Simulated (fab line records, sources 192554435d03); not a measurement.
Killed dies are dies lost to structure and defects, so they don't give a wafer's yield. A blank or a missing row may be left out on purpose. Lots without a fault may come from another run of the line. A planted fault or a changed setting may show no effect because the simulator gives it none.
A struck lot beside a sound one | flow n5_finfet | 14 steps out of a route of 1938
Sound: wafers L210.2, L210.3, L210.6. Struck: wafers L213.1, L213.4. The cause comes at the end.
At each step with rows: each side's tool, then ch and its chambers, then its first start. Under that, the readings that differ: sound wafers | struck wafers | difference of the means | sigmas: that difference in standard deviations of wafers without a fault.
alike: readings whose means differ by less than 2 such deviations, and words and numbers that are the same on both sides. not compared: withheld readings, readings that some wafer has no value for, bounds like >300 that may hide the same value, and numbers for which the record gives no deviation and whose values overlap.
The two part at a step that has a row with sigmas, a row that says differs or no value, or rows on one side only. Numbers that don't overlap but have no deviation are shown without sigmas and don't part them. A reading that every wafer of one side lacks parts them only if that side has two wafers or more.

N5_BEOL_M0_ALD_136: deposits TaN, pulse time 2 s, purge time 3 s, co reactant purge time 2 s.
  sound on ald_metal-04 ch 1,2, day 6 08:46; struck on ald_metal-03 ch 0,1, day 6 19:37
  alike: heater_power_w, susceptor_temp_C
then, 3 steps without rows for these wafers: N5_BEOL_M0_SURFACE_TREAT_137; N5_BEOL_M0_CVD_115 (deposits Co from CCTBA/H2, time 120 s); N5_BEOL_M0_SPUTTER_116 (material Cu, target thk 4 nm, time 7.37 s).
N5_BEOL_M0_ANNEAL_117: time 60 s.
  sound on pvd_sputter-02, day 6 09:24; struck on pvd_sputter-01, day 6 20:32
  reading            | sound        | struck  | difference | sigmas
  heater_power_w (W) | 989 899 1002 | 741 788 | -199       | -2
  alike: susceptor_temp_C
N5_BEOL_M0_SPUTTER_132: material Cu, target thk 4 nm, time 7.37 s.
  sound on pvd_sputter-02, day 6 09:26; struck on pvd_sputter-01, day 6 20:35
  alike: chamber_pressure_pa, chuck_sensor_temp_C, susceptor_temp_C, throttle_valve_pct
N5_BEOL_M0_ANNEAL_133: time 60 s.
  sound on pvd_sputter-02, day 6 09:31; struck on pvd_sputter-01, day 6 20:40
  reading            | sound       | struck  | difference | sigmas
  heater_power_w (W) | 994 927 962 | 710 804 | -204       | -2
  alike: susceptor_temp_C
then, 2 steps without rows for these wafers: N5_BEOL_M0_SPUTTER_134 (material Cu, target thk 4 nm, time 7.37 s); N5_BEOL_M0_ANNEAL_135 (time 60 s).
N5_BEOL_M0_SPUTTER_141: material Cu, target thk 4 nm, time 7.37 s.
  sound on pvd_sputter-02, day 6 09:41; struck on pvd_sputter-01, day 6 20:49
  alike: chamber_pressure_pa, chuck_sensor_temp_C, susceptor_temp_C, throttle_valve_pct
then, 2 steps without rows for these wafers: N5_BEOL_M0_ECD_118 (material Cu, target thk 300 nm); N5_BEOL_M0_ANNEAL_119 (time 90 s).
N5_BEOL_M0_CMP_120: polishes, stops on SiOC, t overpolish 6.9 s.
  sound on cmp-02 ch 0,1,2, day 6 10:11; struck on cmp-03 ch 0,2, day 6 22:20
  reading                                           | sound          | struck    | difference | sigmas
  barrier_field_endpoint_s (s)                      | 3.64 3.67 3.69 | 2.04 1.95 | -1.67      | -18
  time_to_endpoint_s (s)                            | 61.0 59.2 62.4 | 33.3 33.1 | -27.7      | -12
  model.SiOC_of_BEOL_M0_SAQP_ILD_DEP_01.thk_nm (nm) | 38.8 38.8 39.2 | 36.8 37.4 | -1.8       |
  alike: motor_current_A, overpolish_run_s, slurry_flow_ml_min
-- the record jumps here: 3 days lie between the struck wafers' starts before and after (it left off in module BEOL_M0 and takes up again in module BEOL_M4, whose first step shown is number 1111 of the route) --
N5_BEOL_M4_RC_MEAS_101:
  sound on prober-01 ch 0, day 8 18:54; struck on prober-01 ch 0, day 9 21:03
  reading        | sound             | struck      | difference | sigmas
  IOFF_N (nA/um) | 0.184 0.185 0.184 | 0.123 0.131 | -0.057     | -2
  VT_N (mV)      | 248.1 247.5 245.4 | 254.2 253.7 | +6.9       | +3
  alike: DIBL_N, DIBL_P, IOFF_P, ION_N, ION_P, SS_N, SS_P, VT_P

WHERE THEY PART
First at N5_BEOL_M0_ANNEAL_117; last, within this record, at N5_BEOL_M4_RC_MEAS_101.

WHY: what the simulator had put in
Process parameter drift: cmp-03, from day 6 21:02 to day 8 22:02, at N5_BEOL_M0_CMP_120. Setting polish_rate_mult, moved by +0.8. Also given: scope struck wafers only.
